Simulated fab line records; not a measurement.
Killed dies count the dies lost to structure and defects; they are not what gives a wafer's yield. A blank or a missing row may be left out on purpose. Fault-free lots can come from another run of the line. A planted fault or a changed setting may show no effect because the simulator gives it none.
Chamber matching / flow nand harc / 4 sister chambers for NHARC_A_STAIRCASE_ETCHBACK_157 on rie diel-13
The step etches the open film in CH3F/O2, target depth 90 nm, time 167.14 s. 4 wafers are shown with their chamber, then 10 later ones without.

== WAFERS PAIRED WITH THEIR CHAMBERS ==
wafer=L085.5; chamber=1; drypump motor current A (A)=6.1
wafer=L088.1; chamber=2; drypump motor current A (A)=6.1
wafer=L090.1; chamber=3; drypump motor current A (A)=5.2
wafer=L090.4; chamber=0; drypump motor current A (A)=5.5

== WAFERS WITH NO CHAMBER GIVEN ==
wafer=L090.5; drypump motor current A (A)=6.0
wafer=L093.2; drypump motor current A (A)=6.0
wafer=L093.4; drypump motor current A (A)=6.1
wafer=L093.6; drypump motor current A (A)=5.2
wafer=L092.2; drypump motor current A (A)=6.0
wafer=L092.3; drypump motor current A (A)=5.2
wafer=L092.4; drypump motor current A (A)=5.5
wafer=L096.1; drypump motor current A (A)=5.5
wafer=L096.3; drypump motor current A (A)=5.3
wafer=L096.6; drypump motor current A (A)=5.5

== CHAMBER TAKEN BY EACH ==
wafer=L090.5; from the rows above=can't be placed: 1 or 2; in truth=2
wafer=L093.2; from the rows above=can't be placed: 1 or 2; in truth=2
wafer=L093.4; from the rows above=can't be placed: 1 or 2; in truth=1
wafer=L093.6; from the rows above=3; in truth=3
wafer=L092.2; from the rows above=can't be placed: 1 or 2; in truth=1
wafer=L092.3; from the rows above=3; in truth=3
wafer=L092.4; from the rows above=0; in truth=0
wafer=L096.1; from the rows above=0; in truth=0
wafer=L096.3; from the rows above=can't be placed: 3 or 0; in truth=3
wafer=L096.6; from the rows above=0; in truth=0
Placed correctly: 5 of 10. These rows do not allow placing 5 (true chamber among the candidates in 5). Number placed wrongly: 0.
How it was worked out, from the rows above alone: a wafer's distance from a chamber is the root of the sum, over the readings, of the square of ((its reading less the chamber's mean) divided by the reading's scatter). The wafer belongs to the nearest chamber; if the next one is less than 2 further off, it can't be placed. The mean given for a chamber averages the wafers shown for that chamber. The scatter: root of mean squared gap, hidden wafer to nearest shown wafer, with one shown wafer a chamber.
